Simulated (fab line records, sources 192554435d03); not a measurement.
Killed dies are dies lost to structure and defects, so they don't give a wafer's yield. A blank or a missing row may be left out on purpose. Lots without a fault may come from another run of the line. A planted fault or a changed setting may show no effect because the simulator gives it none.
Chamber matching | flow n5_finfet | N5_ZERO_LAYER_PECVD_02 on pecvd-03: 3 sister chambers
The step deposits SiO2 from SiH4/N2O, target thk 10 nm, time 6 s. 24 wafers are shown with their chamber, then 12 later ones without.

WAFERS WITH THEIR CHAMBER
wafer  | chamber | showerhead_plenum_p_Torr (Torr) | heater_power_w (W)
L074.1 | 0       | 8.08                            | 885
L074.3 | 1       | 8.11                            | 822
L074.4 | 2       | 8.18                            | 944
L078.3 | 1       | 8.14                            | 819
L078.4 | 0       | 8.08                            | 909
L078.5 | 0       | 8.05                            | 904
L082.2 | 0       | 8.08                            | 916
L082.4 | 0       | 8.07                            | 947
L082.5 | 2       | 8.12                            | 962
L085.2 | 2       | 8.15                            | 811
L085.3 | 1       | 8.15                            | 849
L085.4 | 0       | 8.07                            | 885
L088.1 | 0       | 8.09                            | 962
L088.2 | 2       | 8.14                            | 838
L088.5 | 2       | 8.13                            | 854
L090.2 | 0       | 8.08                            | 826
L090.3 | 2       | 8.14                            | 895
L090.5 | 1       | 8.13                            | 872
L092.2 | 0       | 8.08                            | 936
L092.4 | 2       | 8.16                            | 810
L092.5 | 0       | 8.06                            | 914
L093.3 | 0       | 8.08                            | 832
L093.5 | 2       | 8.15                            | 938
L093.6 | 0       | 8.06                            | 830

SIGNATURES (means of the wafers above)
reading                  | chamber 0 | chamber 1 | chamber 2 | scatter within a chamber
showerhead_plenum_p_Torr | 8.0733    | 8.1325    | 8.1463    | 0.015
heater_power_w           | 895.50    | 840.50    | 881.50    | 49.5
Rule: a wafer's distance from a chamber is the root of the sum, over the readings, of the square of ((its reading less the chamber's mean) divided by the reading's scatter). The wafer belongs to the nearest chamber; if the next one is less than 2 further off, it can't be placed. The scatter: the root of (the sum of the squares of (reading less its chamber's mean) over the shown wafers, divided by (wafers less chambers)).

WAFERS WITHOUT THEIR CHAMBER
wafer  | showerhead_plenum_p_Torr (Torr) | heater_power_w (W)
L094.2 | 8.06                            | 922
L094.3 | 8.13                            | 862
L094.5 | 8.07                            | 899
L095.1 | 8.06                            | 847
L095.4 | 8.08                            | 832
L095.6 | 8.14                            | 848
L096.2 | 8.16                            | 934
L096.4 | 8.14                            | 871
L096.5 | 8.06                            | 818
L097.3 | 8.07                            | 895
L097.5 | 8.13                            | 762
L097.6 | 8.08                            | 910

WHICH CHAMBER EACH WENT THROUGH
wafer  | from the rows above     | in truth
L094.2 | 0                       | 0
L094.3 | can't be placed: 1 or 2 | 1
L094.5 | 0                       | 0
L095.1 | 0                       | 0
L095.4 | 0                       | 0
L095.6 | can't be placed: 1 or 2 | 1
L096.2 | can't be placed: 2 or 1 | 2
L096.4 | can't be placed: 2 or 1 | 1
L096.5 | 0                       | 0
L097.3 | 0                       | 0
L097.5 | can't be placed: 1 or 2 | 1
L097.6 | 0                       | 0
Placed correctly: 7 of 12. Can't be placed from these rows: 5 (the true chamber is among the candidates in 5). Placed wrongly: 0.
